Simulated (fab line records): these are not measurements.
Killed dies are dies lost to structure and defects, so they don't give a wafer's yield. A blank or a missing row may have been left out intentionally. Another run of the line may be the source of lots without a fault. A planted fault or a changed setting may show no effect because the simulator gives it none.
3 desks, one fault :: flow n5_finfet :: each desk has only its own numbers; what lay behind them comes last

## THE DEFECT DESK
What the inspections along the route counted, lot by lot: means of the sampled wafers that have a number. Any lot whose mean is over 4 standard deviations away from the usual mean is out of limits and marked OUT; that distance is given in the brackets.
Columns: A = raw_defect_count at N5_SDB_INSPECT_13, usual 75
lot: L199
first seen here: day 5 09:10
A: 59

lot: L203
first seen here: day 6 08:49
A: 74

lot: L204
first seen here: day 6 15:14
A: 60

lot: L205
first seen here: day 6 18:17
A: 66

lot: L207
first seen here: day 7 06:34
A: 110

lot: L214
first seen here: day 9 02:11
A: 79
This desk found nothing out of limits on any of the 6 lots.

## THE METROLOGY DESK
What the gauges read, lot by lot, whatever tool the lot ran on: means of the sampled wafers that have a number. Any lot whose mean is over 4 standard deviations away from the usual mean is out of limits and marked OUT; that distance is given in the brackets. It has 11 readings; the 7 that lie furthest out on some lot are the ones shown.
Columns: A = SDB_OVL at N5_SDB_OVL_MEAS_12, usual -0.1 nm; B = DIBL_P at N5_BEOL_M4_RC_MEAS_101, usual 36.3 mV/V; C = IOFF_P at N5_BEOL_M4_RC_MEAS_101, usual 0.22 nA/um; D = ION_N at N5_BEOL_M4_RC_MEAS_101, usual 675 uA/um; E = ION_P at N5_BEOL_M4_RC_MEAS_101, usual 465 uA/um; F = VT_N at N5_BEOL_M4_RC_MEAS_101, usual 249.8 mV; G = VT_P at N5_BEOL_M4_RC_MEAS_101, usual -249 mV
lot: L199
first seen here: day 5 09:09
A: 0.2
B: 35.9
C: 0.19
D: 667
E: 456
F: 252.3
G: -253

lot: L203
first seen here: day 6 08:47
A: -1.3
B: 34.4
C: 0.21
D: 678
E: 464
F: 250.2
G: -250

lot: L204
first seen here: day 6 15:13
A: 0.2
B: 36.5
C: 0.18
D: 670
E: 453
F: 250.0
G: -255

lot: L205
first seen here: day 6 18:16
A: 0.5
B: 37.1
C: 0.25
D: 688
E: 473
F: 246.2
G: -246

lot: L207
first seen here: day 7 06:32
A: -0.1
B: 36.2
C: 0.21
D: 671
E: 459
F: 248.8
G: -252

lot: L214
first seen here: day 9 02:09
A: 0.1
B: 35.8
C: 0.24
D: 680
E: 471
F: 249.2
G: -246
This desk found nothing out of limits on any of the 6 lots.

## FOR THE TOOL OWNER'S DESK: rie_si-02
The tool's own readings at N5_SDB_CUT_ETCH_26 (etches Si in HBr/Cl2/O2, target depth 129.6 nm, bt time 20 s, time 51.8 s): means of the sampled wafers that have a number, for each lot that ran on this tool. Any lot whose mean is over 4 standard deviations away from the usual mean is out of limits and marked OUT; that distance is given in the brackets.
Columns: A = O2_flow_sccm at N5_SDB_CUT_ETCH_26, usual 12.00 sccm; B = drypump_motor_current_A at N5_SDB_CUT_ETCH_26, usual 5.9 A; C = oes_product_au at N5_SDB_CUT_ETCH_26, usual 0.991 a.u.; D = throttle_valve_pct at N5_SDB_CUT_ETCH_26, usual 37.24 %
lot: L203
first seen here: day 6 10:07
A: 12.00
B: 5.5
C: 0.992
D: 37.34

lot: L204
first seen here: day 6 16:28
A: 12.00
B: 5.3
C: 0.994
D: 37.29

lot: L207
first seen here: day 7 07:29
A: 12.01
B: 5.5
C: 0.979
D: 37.34
This desk found nothing out of limits on any of the 3 lots.

## BROUGHT TOGETHER
Nothing the defect desk looked at was out of limits.
Nothing out of limits was seen by the metrology desk.
Nothing out of limits was seen by the tool owner's desk.

## WHAT WAS PUT IN BY THE SIMULATOR
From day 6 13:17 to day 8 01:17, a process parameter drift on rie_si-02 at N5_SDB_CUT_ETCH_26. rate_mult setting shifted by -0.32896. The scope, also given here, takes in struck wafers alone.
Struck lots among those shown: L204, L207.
